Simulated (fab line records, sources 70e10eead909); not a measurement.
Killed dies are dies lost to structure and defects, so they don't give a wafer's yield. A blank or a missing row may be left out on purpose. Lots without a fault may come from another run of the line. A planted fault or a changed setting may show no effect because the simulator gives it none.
A struck lot beside a sound one | flow nand_harc | 13 steps out of a route of 1159
Sound: wafers L732.3, L732.4, L732.6. Struck: wafers L725.1, L725.3, L725.6. The cause comes at the end.
At each step with rows: each side's tool, then ch and its chambers, then its first start. Under that, the readings that differ: sound wafers | struck wafers | difference of the means | sigmas: that difference in standard deviations of wafers without a fault.
alike: readings whose means differ by less than 2 such deviations, and words and numbers that are the same on both sides. not compared: withheld readings, readings that some wafer has no value for, bounds like >300 that may hide the same value, and numbers for which the record gives no deviation and whose values overlap.
The two part at a step that has a row with sigmas, a row that says differs or no value, or rows on one side only. Numbers that don't overlap but have no deviation are shown without sigmas and don't part them. A reading that every wafer of one side lacks parts them only if that side has two wafers or more.

NHARC_P_CONTACT_CMP_24: polishes, t overpolish 30 s, target thk 200 nm.
  sound on cmp-03 ch 1,2,3, day 10 00:54; struck on cmp-03 ch 0,1,2, day 8 01:11
  alike: motor_current_A, overpolish_run_s, slurry_filter_dp_kPa, slurry_flow_ml_min, time_to_endpoint_s
then, 1 step without rows for these wafers: NHARC_P_CONTACT_SRD_26.
NHARC_P_CONTACT_INSPECT_27:
  sound on defect_inspect-02, day 10 01:17; struck on defect_inspect-02, day 8 01:35
  alike: raw_defect_count
then, 8 steps without rows for these wafers: NHARC_P_M0_DEP_00 (deposits SiOC, target thk 150 nm); NHARC_P_M0_DEHYDRATE_01 (time 120 s); NHARC_P_M0_HMDS_02 (time 30 s); NHARC_P_M0_COAT_33 (time 65 s); NHARC_P_M0_COAT_03 (resist thk 90 nm); NHARC_P_M0_SOFTBAKE_04 (time 55 s); NHARC_P_M0_EBR_05; NHARC_P_M0_EXPOSE_06 (exposes mask P M0, target cd 90 nm).
NHARC_P_M0_PEB_07: peb time 65 s.
  sound on litho_track-06 ch 0, day 10 02:20; struck on litho_track-04 ch 0, day 8 02:25
  reading                  | sound                | struck            | difference | sigmas
  heater_power_total_W (W) | 156.8 156.6 157.0    | 148.2 147.8 148.4 | -8.7       | -22
  plate_temp_C (C)         | 100.07 100.11 100.17 | 96.06 95.99 95.92 | -4.13      | -34
  alike: resist_line_temp_C
then, 1 step without rows for these wafers: NHARC_P_M0_DEVELOP_08 (develop time 35 s).

WHERE THEY PART
Only at NHARC_P_M0_PEB_07, within this record.

WHY: what the simulator had put in
Process parameter drift: litho_track-04, from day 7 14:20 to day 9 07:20, at NHARC_P_M0_PEB_07. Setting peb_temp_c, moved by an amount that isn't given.
